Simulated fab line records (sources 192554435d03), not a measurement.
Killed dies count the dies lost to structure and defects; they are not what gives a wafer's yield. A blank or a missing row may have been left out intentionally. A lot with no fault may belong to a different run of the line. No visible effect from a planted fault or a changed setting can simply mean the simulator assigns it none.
Shared-tool check + flow n5Finfet + 13 lots, 31 wafers sampled

REASON FOR OPENING
N5_BEOL_M12_OVL_MEAS_29, reading M12_OVL: flagged on 4 of 13 lots. Fault-free wafers read -2 nm, with a standard deviation of 5.6.
Rule: a lot gets a flag if all its wafers with a number sit over 4 standard deviations from that mean, or if no wafer of it has a number. The rest of the lots are taken to be sound.

| lot  | measured     | on         | M12_OVL (nm), wafer by wafer | flag    |
|------|--------------|------------|------------------------------|---------|
| L168 | day 10 23:07 | overlay-02 | 1 3 4                        |         |
| L170 | day 11 00:31 | overlay-02 | -7 -8 3                      |         |
| L175 | day 12 03:52 | overlay-01 | 5 8 -3                       |         |
| L174 | day 12 10:47 | overlay-02 | 0 -3 -1                      |         |
| L176 | day 12 14:24 | overlay-02 | -9 -14 -5                    |         |
| L180 | day 13 16:34 | overlay-02 | 5 0 -3                       |         |
| L183 | day 14 00:16 | overlay-01 | 2 3 -3                       |         |
| L181 | day 14 04:31 | overlay-01 | -2 -4 -4                     |         |
| L185 | day 15 01:22 | overlay-02 | 62                           | FLAGGED |
| L187 | day 15 04:26 | overlay-02 | 67                           | FLAGGED |
| L186 | day 15 09:56 | overlay-02 | 70                           | FLAGGED |
| L188 | day 15 13:23 | overlay-02 | 56                           | FLAGGED |
| L190 | day 16 14:24 | overlay-02 | -1 5 -4                      |         |
Average over the flagged lots: 64 nm; offset from the usual +66 nm, equal to +12 standard deviations.

EACH LOT AND THE TOOL IT RAN ON
2 process steps preceding the reading are held in the record, out of 1938 steps in the route. Each cell gives the tool, then ch followed by the chambers the sampled wafers passed through, then the start.
| lot  | flag    | N5_BEOL_M12_ETCH_59               | N5_BEOL_M12_EXPOSE_25            |
|------|---------|-----------------------------------|----------------------------------|
| L168 |         | rieDiel-05 ch 0,2,3, day 10 22:17 | krfScanner-02 ch 0, day 10 22:55 |
| L170 |         | rieDiel-04 ch 2,3, day 10 23:35   | krfScanner-01 ch 0, day 11 00:19 |
| L175 |         | rieDiel-05 ch 0,3, day 12 03:04   | krfScanner-01 ch 0, day 12 03:40 |
| L174 |         | rieDiel-01 ch 0,1,2, day 12 09:58 | krfScanner-01 ch 0, day 12 10:35 |
| L176 |         | rieDiel-01 ch 0,1,2, day 12 13:28 | krfScanner-02 ch 0, day 12 14:12 |
| L180 |         | rieDiel-01 ch 0,2, day 13 15:46   | krfScanner-02 ch 0, day 13 16:23 |
| L183 |         | rieDiel-05 ch 0,2,3, day 13 23:20 | krfScanner-01 ch 0, day 14 00:04 |
| L181 |         | rieDiel-05 ch 2,3, day 14 03:42   | krfScanner-01 ch 0, day 14 04:19 |
| L185 | FLAGGED | rieDiel-01 ch 3, day 15 00:34     | krfScanner-01 ch 0, day 15 01:11 |
| L187 | FLAGGED | rieDiel-01 ch 0, day 15 03:38     | krfScanner-01 ch 0, day 15 04:15 |
| L186 | FLAGGED | rieDiel-05 ch 0, day 15 07:45     | krfScanner-01 ch 0, day 15 09:44 |
| L188 | FLAGGED | rieDiel-04 ch 0, day 15 12:35     | krfScanner-01 ch 0, day 15 13:13 |
| L190 |         | rieDiel-04 ch 1,2,3, day 16 13:35 | krfScanner-02 ch 0, day 16 14:13 |
What the steps here do:
- N5_BEOL_M12_ETCH_59: etches BARC in N2/H2, target depth 89 nm, overetch 26.7 nm, time 67.9 s.
- N5_BEOL_M12_EXPOSE_25: exposes mask M12.
- N5_BEOL_M12_OVL_MEAS_29

FLAGGED AGAINST TOTAL, ONE TOOL AT A TIME (gauges that did the reading follow at the end)
| step                    | tool          | lots run | flagged | share of the flagged lots | sound lots run after its first flagged lot |
|-------------------------|---------------|----------|---------|---------------------------|--------------------------------------------|
| N5_BEOL_M12_ETCH_59     | rieDiel-01    | 5        | 2       | some                      | 0                                          |
| N5_BEOL_M12_ETCH_59     | rieDiel-04    | 3        | 1       | some                      | 1 (L190)                                   |
| N5_BEOL_M12_ETCH_59     | rieDiel-05    | 5        | 1       | some                      | 0                                          |
| N5_BEOL_M12_EXPOSE_25   | krfScanner-01 | 9        | 4       | all                       | 0                                          |
| N5_BEOL_M12_EXPOSE_25   | krfScanner-02 | 4        | 0       | none                      | -                                          |
| N5_BEOL_M12_OVL_MEAS_29 | overlay-01    | 3        | 0       | none                      | -                                          |
| N5_BEOL_M12_OVL_MEAS_29 | overlay-02    | 10       | 4       | all                       | 1 (L190)                                   |

WHAT THE TABLE PERMITS
Table rows that saw every flagged lot: 2, namely krfScanner-01 at N5_BEOL_M12_EXPOSE_25 and overlay-02 at N5_BEOL_M12_OVL_MEAS_29.
- krfScanner-01 at N5_BEOL_M12_EXPOSE_25: 4 of its 9 lots flagged. Last sound lot L181 at day 14 04:19, first flagged lot L185 at day 15 01:11; a fault beginning in between fits.
- overlay-02 at N5_BEOL_M12_OVL_MEAS_29: 4 of its 10 lots flagged. After the first flagged lot (L190), sound lots still ran on it; a lasting fault on the whole tool would not permit that.
Just one tool remains: krfScanner-01 at N5_BEOL_M12_EXPOSE_25.

WHAT THE SIMULATOR PUT IN
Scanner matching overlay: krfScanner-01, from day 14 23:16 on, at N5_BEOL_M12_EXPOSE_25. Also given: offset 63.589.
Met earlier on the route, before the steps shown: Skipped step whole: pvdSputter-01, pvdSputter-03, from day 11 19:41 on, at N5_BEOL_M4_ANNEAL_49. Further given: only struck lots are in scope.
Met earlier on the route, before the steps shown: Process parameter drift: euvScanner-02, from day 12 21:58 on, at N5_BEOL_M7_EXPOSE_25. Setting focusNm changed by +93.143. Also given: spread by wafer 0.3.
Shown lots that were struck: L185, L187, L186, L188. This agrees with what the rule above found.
